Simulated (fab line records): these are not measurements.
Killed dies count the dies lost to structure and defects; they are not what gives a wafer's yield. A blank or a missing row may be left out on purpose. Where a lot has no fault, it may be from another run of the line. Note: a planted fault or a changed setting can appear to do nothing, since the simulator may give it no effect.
Chamber matching | flow nand-harc | NHARC_A_CONTACT_ETCH_96 on rie-diel-07: 4 sister chambers
The step etches the open film in C4F6/O2, target depth 20 nm, time 10 s. 8 wafers are shown with their chamber, then 7 later ones without.

== WAFERS PAIRED WITH THEIR CHAMBERS ==
wafer  | chamber | showerhead-plenum-p-Torr (Torr) | drypump-motor-current-A (A)
L812.4 | 0       | 3.76                            | 5.9
L814.1 | 3       | 3.90                            | 5.4
L816.2 | 0       | 3.75                            | 5.9
L816.3 | 3       | 3.90                            | 5.3
L818.4 | 1       | 3.81                            | 5.4
L818.6 | 2       | 3.93                            | 5.3
L828.1 | 2       | 3.92                            | 5.3
L828.2 | 1       | 3.80                            | 5.4

== WAFERS WITH NO CHAMBER GIVEN ==
wafer  | showerhead-plenum-p-Torr (Torr) | drypump-motor-current-A (A)
L828.5 | 3.80                            | 5.4
L829.1 | 3.92                            | 5.3
L829.4 | 3.80                            | 5.4
L829.5 | 3.80                            | 5.4
L832.2 | 3.74                            | 5.9
L832.4 | 3.80                            | 5.3
L832.6 | 3.74                            | 5.9

== CHAMBER TAKEN BY EACH ==
wafer  | from the rows above | in truth
L828.5 | 1                   | 1
L829.1 | 2                   | 2
L829.4 | 1                   | 1
L829.5 | 1                   | 1
L832.2 | 0                   | 0
L832.4 | 1                   | 1
L832.6 | 0                   | 0
7 of 7 placed correctly. Can't be placed from these rows: 0. Wrongly placed: 0.
How it was worked out, from the rows above alone: a wafer's distance from a chamber is the root of the sum, over the readings, of the square of ((its reading less the chamber's mean) divided by the reading's scatter). If the next closest chamber is less than 2 further off than the closest, the wafer can't be placed; otherwise it belongs to the closest. The mean given for a chamber averages the wafers shown for that chamber. How the scatter is found: for the shown wafers, subtract from each reading the mean of its chamber, square and add these, divide the total by (wafers less chambers), then take the root.
